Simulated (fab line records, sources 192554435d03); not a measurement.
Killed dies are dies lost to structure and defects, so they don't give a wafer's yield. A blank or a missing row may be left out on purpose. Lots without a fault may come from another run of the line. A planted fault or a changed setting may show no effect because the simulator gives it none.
Split-lot experiment | flow n5_finfet | 7 lots, 21 wafers read, on a route of 1938 steps

THE SPLIT
At N5_WELL_APT_PEB_06 (peb time 90 s), the setting peb_time_s was moved away from the recipe's 90 s on 10 of the 21 wafers read, by -15.6% to +19.1%. The other wafers ran this setting at the recipe's value.

FROM THE SPLIT TO THE READING: what the file shows between them, 2 steps
- N5_WELL_APT_DEVELOP_07: develop time 45 s
- N5_WELL_APT_HARDBAKE_12: time 120 s

THE READING
cd_nm, in nm, at N5_WELL_APT_CD_MEAS_08 (target cd 200 nm). Fault-free wafers of this fab line usually give 199.2 nm, standard deviation 1 nm.

wafer  | tool, chamber at the split | peb_time_s as run, s | against the recipe | cd_nm, nm | against lot-mates on the recipe
L075.2 | litho_track-01, 0          | 107.2                | +19.1%             | 204.1     | +6.6
L075.3 | litho_track-01, 0          | 90                   | recipe             | 197.5     | -
L075.6 | litho_track-01, 0          | 107.2                | +19.1%             | 204.3     | +6.8
L081.2 | litho_track-01, 0          | 90                   | recipe             | 199.8     | -
L081.3 | litho_track-01, 0          | 90                   | recipe             | 201.7     | -
L081.6 | litho_track-01, 0          | 90                   | recipe             | 200.7     | -
L082.2 | litho_track-04, 0          | 75.92                | -15.6%             | 191.3     | no lot-mate on the recipe
L082.5 | litho_track-04, 0          | 75.92                | -15.6%             | 193.5     | no lot-mate on the recipe
L082.6 | litho_track-04, 0          | 75.92                | -15.6%             | 190.3     | no lot-mate on the recipe
L083.2 | litho_track-04, 0          | 102.7                | +14.1%             | 204.5     | +6.5
L083.3 | litho_track-04, 0          | 102.7                | +14.1%             | 202.1     | +4.1
L083.4 | litho_track-04, 0          | 90                   | recipe             | 198.0     | -
L086.2 | litho_track-01, 0          | 90                   | recipe             | 198.9     | -
L086.3 | litho_track-01, 0          | 90                   | recipe             | 199.6     | -
L086.6 | litho_track-01, 0          | 90                   | recipe             | 199.7     | -
L089.1 | litho_track-01, 0          | 81.97                | -8.9%              | 196.9     | no lot-mate on the recipe
L089.5 | litho_track-01, 0          | 81.97                | -8.9%              | 195.2     | no lot-mate on the recipe
L089.6 | litho_track-01, 0          | 81.97                | -8.9%              | 196.7     | no lot-mate on the recipe
L093.1 | litho_track-01, 0          | 90                   | recipe             | 200.9     | -
L093.3 | litho_track-01, 0          | 90                   | recipe             | 199.8     | -
L093.4 | litho_track-01, 0          | 90                   | recipe             | 199.5     | -

THE FIT
A straight line over all 21 wafers: cd_nm changes by +0.35 nm for each +1% of peb_time_s; r = +0.92; the points scatter about the line by 1.5 nm.
The same after taking each lot's own level away (the mean of its wafers on the recipe; 15 wafers): +0.359 nm for each +1%; r = +0.97; scatter 0.7 nm.
On that fit, the largest move of peb_time_s shifts the reading by 6.9 nm.
The lots' own levels span 197.50 to 200.73 nm, that is 3.2 times the standard deviation above.
So the lot-to-lot level changes the slope little: the two slopes agree.
Check: with one of the wafers moved furthest among these (+19.1%) left out of the fit, the line predicts +7 nm for it against its lot-mates. It came out at +6.6 nm against them.

OTHER SPLITS ON THESE WAFERS
These wafers also went through other splits before the reading. Each is held against what the fit with the lots' levels taken away leaves over:
other split on the same wafers          | wafers away from the commonest value | r with cd_nm (lot level and that fit taken away)
N5_ZERO_LAYER_EXPOSE_08 dose_mj         | 7                                    | -0.03
N5_ZERO_LAYER_DEVELOP_10 develop_time_s | 6                                    | +0.14
N5_WELL_APT_COAT_02 spin_rpm            | 7                                    | +0.47

THE WHOLE CHAIN: every reading that the file lists as answering this split, in the file's order
step                   | what it does             | reading                                                         | change (the file's fit)               | r (the file's)
N5_WELL_APT_CD_MEAS_08 | target cd 200 nm         | cd_nm                                                           | +0.358 nm for each +1% of the setting | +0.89
N5_WELL_APT_DESCUM_13  | chemistry O2, time 7.9 s | WELL_APT.cd_nm (the simulator's own value, which no gauge read) | +0.365 nm for each +1% of the setting | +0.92

THE FILE'S OWN FIT
cd_nm changes by +0.358 nm for each +1% of peb_time_s, r = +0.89.
